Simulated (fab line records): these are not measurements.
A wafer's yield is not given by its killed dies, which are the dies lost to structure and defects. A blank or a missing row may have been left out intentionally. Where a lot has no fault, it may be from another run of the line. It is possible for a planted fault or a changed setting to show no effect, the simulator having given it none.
Split-lot experiment || flow n5Finfet || 21 wafers read across 7 lots, on a route 1938 steps long

== SPLIT DETAILS ==
At N5_BEOL_M1_EXPOSE_08 (exposes mask M1), the setting doseMj was moved away from the recipe's 33 on 7 of the 21 wafers read, by -4.7% to +6.2%. For the rest of the wafers, this setting stayed at what the recipe calls for.

== FROM THE SPLIT TO THE READING: what the file shows between them, 11 steps ==
- N5_BEOL_M1_PEB_09: peb time 60 s
- N5_BEOL_M1_DEVELOP_10: develop time 30 s
- N5_BEOL_M1_CD_MEAS_11: target cd 17.05 nm
- N5_BEOL_M1_DESCUM_16: chemistry O2, time 7 s
- N5_BEOL_M1_ETCH_74: etches underlayer in N2/H2, target depth 6.5 nm, time 5.2 s
- N5_BEOL_M1_ETCH_63: etches SiARC in CF4, target depth 15.6 nm, time 26 s
- N5_BEOL_M1_ETCH_64: etches SOC in N2/H2, target depth 75 nm, overetch 15 nm, time 112.5 s (also split here: sourceW)
- N5_BEOL_M1_STRIP_65: strips in N2/H2
- N5_BEOL_M1_STRIP_75: strips in N2/H2
- N5_BEOL_M1_HM_OPEN_17: chemistry Cl2/BCl3, target TiN, target depth 20 nm, overetch 6 nm
- N5_BEOL_M1_STRIP_19: strips in O2

== THE READING ==
cdNm, in nm, at N5_BEOL_M1_CD_MEAS_18 (pitch 36 nm, target cd 18 nm). Typical for fault-free wafers on this fab line: 17.94 nm, with standard deviation 0.27 nm.

{"wafer": "L074.2", "tool, chamber at the split": "euvScanner-01, 0", "doseMj as run": 33, "against the recipe": "recipe", "cdNm, nm": 18.22, "against lot-mates on the recipe": "-"}
{"wafer": "L074.3", "tool, chamber at the split": "euvScanner-01, 0", "doseMj as run": 33, "against the recipe": "recipe", "cdNm, nm": 18.19, "against lot-mates on the recipe": "-"}
{"wafer": "L074.6", "tool, chamber at the split": "euvScanner-01, 0", "doseMj as run": 33, "against the recipe": "recipe", "cdNm, nm": 17.73, "against lot-mates on the recipe": "-"}
{"wafer": "L081.3", "tool, chamber at the split": "euvScanner-02, 0", "doseMj as run": 35.05, "against the recipe": "+6.2%", "cdNm, nm": 19.38, "against lot-mates on the recipe": "+1.07"}
{"wafer": "L081.4", "tool, chamber at the split": "euvScanner-02, 0", "doseMj as run": 35.05, "against the recipe": "+6.2%", "cdNm, nm": 19.62, "against lot-mates on the recipe": "+1.31"}
{"wafer": "L081.6", "tool, chamber at the split": "euvScanner-02, 0", "doseMj as run": 33, "against the recipe": "recipe", "cdNm, nm": 18.31, "against lot-mates on the recipe": "-"}
{"wafer": "L084.1", "tool, chamber at the split": "euvScanner-02, 0", "doseMj as run": 33, "against the recipe": "recipe", "cdNm, nm": 18.01, "against lot-mates on the recipe": "-"}
{"wafer": "L084.3", "tool, chamber at the split": "euvScanner-02, 0", "doseMj as run": 33, "against the recipe": "recipe", "cdNm, nm": 18.14, "against lot-mates on the recipe": "-"}
{"wafer": "L084.4", "tool, chamber at the split": "euvScanner-02, 0", "doseMj as run": 34.12, "against the recipe": "+3.4%", "cdNm, nm": 19.61, "against lot-mates on the recipe": "+1.53"}
{"wafer": "L087.1", "tool, chamber at the split": "euvScanner-02, 0", "doseMj as run": 33, "against the recipe": "recipe", "cdNm, nm": 17.47, "against lot-mates on the recipe": "-"}
{"wafer": "L087.2", "tool, chamber at the split": "euvScanner-02, 0", "doseMj as run": 33, "against the recipe": "recipe", "cdNm, nm": 17.66, "against lot-mates on the recipe": "-"}
{"wafer": "L087.5", "tool, chamber at the split": "euvScanner-02, 0", "doseMj as run": 31.44, "against the recipe": "-4.7%", "cdNm, nm": 16.45, "against lot-mates on the recipe": -1.11}
{"wafer": "L090.2", "tool, chamber at the split": "euvScanner-02, 0", "doseMj as run": 33, "against the recipe": "recipe", "cdNm, nm": 17.50, "against lot-mates on the recipe": "-"}
{"wafer": "L090.5", "tool, chamber at the split": "euvScanner-02, 0", "doseMj as run": 33, "against the recipe": "recipe", "cdNm, nm": 18.33, "against lot-mates on the recipe": "-"}
{"wafer": "L090.6", "tool, chamber at the split": "euvScanner-02, 0", "doseMj as run": 31.48, "against the recipe": "-4.6%", "cdNm, nm": 16.40, "against lot-mates on the recipe": -1.52}
{"wafer": "L091.1", "tool, chamber at the split": "euvScanner-01, 0", "doseMj as run": 34.78, "against the recipe": "+5.4%", "cdNm, nm": 18.73, "against lot-mates on the recipe": "+0.87"}
{"wafer": "L091.3", "tool, chamber at the split": "euvScanner-01, 0", "doseMj as run": 34.78, "against the recipe": "+5.4%", "cdNm, nm": 18.64, "against lot-mates on the recipe": "+0.78"}
{"wafer": "L091.6", "tool, chamber at the split": "euvScanner-01, 0", "doseMj as run": 33, "against the recipe": "recipe", "cdNm, nm": 17.86, "against lot-mates on the recipe": "-"}
{"wafer": "L093.2", "tool, chamber at the split": "euvScanner-01, 0", "doseMj as run": 33, "against the recipe": "recipe", "cdNm, nm": 17.82, "against lot-mates on the recipe": "-"}
{"wafer": "L093.3", "tool, chamber at the split": "euvScanner-01, 0", "doseMj as run": 33, "against the recipe": "recipe", "cdNm, nm": 18.03, "against lot-mates on the recipe": "-"}
{"wafer": "L093.4", "tool, chamber at the split": "euvScanner-01, 0", "doseMj as run": 33, "against the recipe": "recipe", "cdNm, nm": 17.71, "against lot-mates on the recipe": "-"}

THE FIT
A straight line over all 21 wafers: cdNm changes by +0.254 nm for each +1% of doseMj; r = +0.90; the points scatter about the line by 0.38 nm.
The same after taking each lot's own level away (the mean of its wafers on the recipe; 21 wafers): +0.22 nm for each +1%; r = +0.91; scatter 0.31 nm.
Per that fit: largest doseMj move, reading shift of 1.4 nm.
The lots' own levels span 17.565 to 18.310 nm, that is 2.8 times the standard deviation above.
Thus the slope moves with the lot-to-lot level: the two fits are different.
Check: +1.39 nm against its lot-mates is what the line predicts for one of the wafers moved furthest among these (+6.2%) when that wafer is left out of the fit. Against them it came out at +1.07 nm.

== ADDITIONAL SPLITS CARRIED BY THESE WAFERS ==
Other splits were also applied to these wafers ahead of the reading. Each is held against what the fit with the lots' levels taken away leaves over:
{"other split on the same wafers": "N5_BEOL_M0_SAQP_EXPOSE_37 doseMj", "wafers away from the commonest value": 9, "r with cdNm (lot level and that fit taken away)": "+0.06"}
{"other split on the same wafers": "N5_BEOL_M0_SAQP_ETCH_88 sourceW", "wafers away from the commonest value": 7, "r with cdNm (lot level and that fit taken away)": "+0.05"}
{"other split on the same wafers": "N5_BEOL_M0_ETCH_138 sourceW", "wafers away from the commonest value": 3, "r with cdNm (lot level and that fit taken away)": -0.34}
{"other split on the same wafers": "N5_BEOL_M1_ETCH_64 sourceW", "wafers away from the commonest value": 7, "r with cdNm (lot level and that fit taken away)": "+0.48"}

== THE WHOLE CHAIN: every reading that the file lists as answering this split, in the file's order ==
{"step": "N5_BEOL_M1_CD_MEAS_11", "what it does": "target cd 17.05 nm", "reading": "cdNm", "change (the file's fit)": "+0.215 nm for each +1% of the setting", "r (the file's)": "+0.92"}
{"step": "N5_BEOL_M1_ETCH_74", "what it does": "etches underlayer in N2/H2, target depth 6.5 nm, time 5.2 s", "reading": "BEOL_M1.cdOffsetNm (the simulator's own value, which no gauge read)", "change (the file's fit)": "+0.212 nm for each +1% of the setting", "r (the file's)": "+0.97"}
{"step": "N5_BEOL_M1_ETCH_63", "what it does": "etches SiARC in CF4, target depth 15.6 nm, time 26 s", "reading": "BEOL_M1.cdOffsetNm (the simulator's own value, which no gauge read)", "change (the file's fit)": "+0.203 nm for each +1% of the setting", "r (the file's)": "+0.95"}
{"step": "N5_BEOL_M1_CD_MEAS_18", "what it does": "pitch 36 nm, target cd 18 nm", "reading": "cdNm", "change (the file's fit)": "+0.238 nm for each +1% of the setting", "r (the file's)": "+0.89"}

== FILE'S OWN FIT ==
cdNm changes by +0.238 nm for each +1% of doseMj, r = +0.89.
